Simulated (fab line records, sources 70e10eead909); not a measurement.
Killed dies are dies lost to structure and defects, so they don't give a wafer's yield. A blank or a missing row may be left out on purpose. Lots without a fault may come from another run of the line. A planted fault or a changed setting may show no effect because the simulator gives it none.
Chamber matching | flow nand_harc | NHARC_A_BONDPAD_DESCUM_11 on rie_diel-03: 4 sister chambers
The step chemistry O2, time 3 s. 4 wafers are shown with their chamber, then 7 later ones without.

WAFERS WITH THEIR CHAMBER
wafer  | chamber | showerhead_plenum_p_Torr (Torr)
L083.1 | 1       | 1.97
L083.3 | 3       | 2.00
L089.1 | 0       | 1.80
L089.2 | 2       | 1.85

WAFERS WITHOUT THEIR CHAMBER
wafer  | showerhead_plenum_p_Torr (Torr)
L089.3 | 2.00
L091.2 | 2.00
L091.5 | 1.85
L091.6 | 1.96
L092.3 | 1.80
L092.4 | 2.00
L092.6 | 1.96

WHICH CHAMBER EACH WENT THROUGH
wafer  | from the rows above | in truth
L089.3 | 3                   | 3
L091.2 | 3                   | 3
L091.5 | 2                   | 2
L091.6 | 1                   | 1
L092.3 | 0                   | 0
L092.4 | 3                   | 3
L092.6 | 1                   | 1
Placed correctly: 7 of 7. Can't be placed from these rows: 0. Placed wrongly: 0.
How it was worked out, from the rows above alone: a wafer's distance from a chamber is the root of the sum, over the readings, of the square of ((its reading less the chamber's mean) divided by the reading's scatter). The wafer belongs to the nearest chamber; if the next one is less than 2 further off, it can't be placed. A chamber's mean is the mean of its shown wafers. The scatter: with one shown wafer a chamber, the root of the mean of the squares of how far each hidden wafer lies from its nearest shown one.
